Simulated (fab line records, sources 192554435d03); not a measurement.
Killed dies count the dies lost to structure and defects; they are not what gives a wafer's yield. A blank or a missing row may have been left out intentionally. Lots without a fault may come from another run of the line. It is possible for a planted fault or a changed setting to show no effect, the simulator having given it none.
Matching of chambers || flow n5 finfet || N5_BEOL_M9_DEP_56 on pecvd-04 has 3 sister chambers
The step deposits SiCN from 3MS/NH3, target thk 15 nm, time 26.5 s. 18 wafers are shown with their chamber, then 9 later ones without.

EACH WAFER AND ITS CHAMBER
{"wafer": "L075.3", "chamber": 0, "throttle valve pct (%)": 9.3, "showerhead plenum p Torr (Torr)": 3.644}
{"wafer": "L075.5", "chamber": 0, "throttle valve pct (%)": 9.1, "showerhead plenum p Torr (Torr)": 3.637}
{"wafer": "L075.6", "chamber": 2, "throttle valve pct (%)": 7.9, "showerhead plenum p Torr (Torr)": 3.659}
{"wafer": "L078.1", "chamber": 0, "throttle valve pct (%)": 9.5, "showerhead plenum p Torr (Torr)": 3.626}
{"wafer": "L078.3", "chamber": 1, "throttle valve pct (%)": 10.7, "showerhead plenum p Torr (Torr)": 3.661}
{"wafer": "L078.6", "chamber": 2, "throttle valve pct (%)": 8.1, "showerhead plenum p Torr (Torr)": 3.658}
{"wafer": "L081.2", "chamber": 2, "throttle valve pct (%)": 8.1, "showerhead plenum p Torr (Torr)": 3.658}
{"wafer": "L081.4", "chamber": 2, "throttle valve pct (%)": 8.3, "showerhead plenum p Torr (Torr)": 3.659}
{"wafer": "L081.6", "chamber": 1, "throttle valve pct (%)": 10.4, "showerhead plenum p Torr (Torr)": 3.678}
{"wafer": "L085.2", "chamber": 1, "throttle valve pct (%)": 10.2, "showerhead plenum p Torr (Torr)": 3.672}
{"wafer": "L085.3", "chamber": 2, "throttle valve pct (%)": 8.1, "showerhead plenum p Torr (Torr)": 3.661}
{"wafer": "L085.6", "chamber": 1, "throttle valve pct (%)": 10.3, "showerhead plenum p Torr (Torr)": 3.659}
{"wafer": "L086.1", "chamber": 0, "throttle valve pct (%)": 9.3, "showerhead plenum p Torr (Torr)": 3.642}
{"wafer": "L086.2", "chamber": 1, "throttle valve pct (%)": 10.5, "showerhead plenum p Torr (Torr)": 3.656}
{"wafer": "L086.4", "chamber": 2, "throttle valve pct (%)": 8.2, "showerhead plenum p Torr (Torr)": 3.644}
{"wafer": "L089.1", "chamber": 2, "throttle valve pct (%)": 8.5, "showerhead plenum p Torr (Torr)": 3.650}
{"wafer": "L089.4", "chamber": 1, "throttle valve pct (%)": 10.4, "showerhead plenum p Torr (Torr)": 3.668}
{"wafer": "L089.6", "chamber": 0, "throttle valve pct (%)": 9.3, "showerhead plenum p Torr (Torr)": 3.636}

SIGNATURES, as means of the wafers listed above
{"reading": "throttle valve pct", "chamber 0": 9.300, "chamber 1": 10.417, "chamber 2": 8.171, "scatter within a chamber": 0.172}
{"reading": "showerhead plenum p Torr", "chamber 0": 3.63700, "chamber 1": 3.66567, "chamber 2": 3.65557, "scatter within a chamber": 0.00723}
Rule: for a wafer and a chamber, the distance is found by dividing, reading by reading, the gap between the wafer's reading and the chamber's mean by the reading's scatter, squaring, summing and taking the root. The wafer belongs to the nearest chamber; if the next one is less than 2 further off, it can't be placed. The scatter: take each reading less its chamber's mean, square it, sum over the shown wafers, divide by the number of wafers less the number of chambers, and take the root.

WAFERS MISSING THEIR CHAMBER
{"wafer": "L093.1", "throttle valve pct (%)": 10.8, "showerhead plenum p Torr (Torr)": 3.667}
{"wafer": "L093.5", "throttle valve pct (%)": 9.3, "showerhead plenum p Torr (Torr)": 3.636}
{"wafer": "L093.6", "throttle valve pct (%)": 10.8, "showerhead plenum p Torr (Torr)": 3.669}
{"wafer": "L094.2", "throttle valve pct (%)": 8.5, "showerhead plenum p Torr (Torr)": 3.661}
{"wafer": "L094.3", "throttle valve pct (%)": 9.2, "showerhead plenum p Torr (Torr)": 3.632}
{"wafer": "L094.5", "throttle valve pct (%)": 8.4, "showerhead plenum p Torr (Torr)": 3.656}
{"wafer": "L097.2", "throttle valve pct (%)": 10.5, "showerhead plenum p Torr (Torr)": 3.667}
{"wafer": "L097.3", "throttle valve pct (%)": 8.4, "showerhead plenum p Torr (Torr)": 3.661}
{"wafer": "L097.6", "throttle valve pct (%)": 9.2, "showerhead plenum p Torr (Torr)": 3.643}

WHICH CHAMBER EACH ONE RAN IN
{"wafer": "L093.1", "from the rows above": 1, "in truth": 1}
{"wafer": "L093.5", "from the rows above": 0, "in truth": 0}
{"wafer": "L093.6", "from the rows above": 1, "in truth": 1}
{"wafer": "L094.2", "from the rows above": 2, "in truth": 2}
{"wafer": "L094.3", "from the rows above": 0, "in truth": 0}
{"wafer": "L094.5", "from the rows above": 2, "in truth": 2}
{"wafer": "L097.2", "from the rows above": 1, "in truth": 1}
{"wafer": "L097.3", "from the rows above": 2, "in truth": 2}
{"wafer": "L097.6", "from the rows above": 0, "in truth": 0}
Correct placement for 9 of the 9. From these rows, 0 cannot be placed. 0 placed wrongly.
